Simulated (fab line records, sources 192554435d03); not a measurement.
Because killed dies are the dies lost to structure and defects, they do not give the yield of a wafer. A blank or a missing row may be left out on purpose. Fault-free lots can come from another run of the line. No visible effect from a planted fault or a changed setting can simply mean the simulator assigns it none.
Matching of chambers -- flow n5_finfet -- 3 sister chambers for N5_BEOL_M10_PECVD_70 on pecvd-01
The step deposits SiO2 from TEOS/O2, target thk 20 nm, time 22.7 s. 22 wafers are shown with their chamber, then 11 later ones without.

== WAFERS, EACH WITH ITS CHAMBER ==
wafer,chamber,throttle_valve_pct (%),showerhead_plenum_p_Torr (Torr),heater_power_w (W)
L077.4,0,23.1,8.78,814
L077.5,2,21.1,8.80,706
L077.6,1,24.3,8.83,674
L079.2,1,24.2,8.83,725
L079.3,2,21.4,8.83,707
L079.6,0,23.3,8.81,732
L078.1,2,21.0,8.83,766
L078.2,1,24.7,8.83,716
L078.6,2,21.4,8.81,765
L081.2,0,23.5,8.82,749
L081.5,2,21.4,8.82,677
L081.6,0,23.5,8.78,725
L082.1,2,21.2,8.80,674
L082.3,0,23.3,8.80,743
L082.4,2,21.3,8.82,685
L083.1,2,21.3,8.83,717
L083.2,0,23.5,8.82,798
L083.4,0,23.5,8.80,810
L086.2,0,23.3,8.80,779
L086.4,1,24.3,8.84,595
L086.6,2,21.5,8.82,732
L087.3,0,23.3,8.82,725

SIGNATURES (averages over the wafers above)
reading,chamber 0,chamber 1,chamber 2,scatter within a chamber
throttle_valve_pct,23.367,24.375,21.289,0.165
showerhead_plenum_p_Torr,8.8033,8.8325,8.8178,0.013
heater_power_w,763.89,677.50,714.33,40.3
Rule: distance of a wafer from a chamber = root of the sum over the readings of ((wafer's reading minus chamber's mean) / reading's scatter) squared. If the next closest chamber is less than 2 further off than the closest, the wafer can't be placed; otherwise it belongs to the closest. The scatter: the root of (the sum of the squares of (reading less its chamber's mean) over the shown wafers, divided by (wafers less chambers)).

== WAFERS MISSING THEIR CHAMBER ==
wafer,throttle_valve_pct (%),showerhead_plenum_p_Torr (Torr),heater_power_w (W)
L087.5,23.4,8.81,744
L087.6,24.3,8.84,677
L085.1,24.5,8.84,669
L085.3,21.4,8.83,675
L085.4,21.5,8.84,695
L090.2,23.2,8.82,797
L090.4,23.4,8.77,785
L090.5,24.1,8.81,686
L095.4,23.3,8.82,789
L095.5,24.5,8.82,655
L095.6,21.6,8.86,769

== WHICH CHAMBER EACH WENT THROUGH ==
wafer,from the rows above,in truth
L087.5,0,0
L087.6,1,1
L085.1,1,1
L085.3,2,2
L085.4,2,2
L090.2,0,0
L090.4,0,0
L090.5,1,1
L095.4,0,0
L095.5,1,1
L095.6,2,2
Correct placement for 11 of the 11. Left unplaced by these rows: 0. Number placed wrongly: 0.
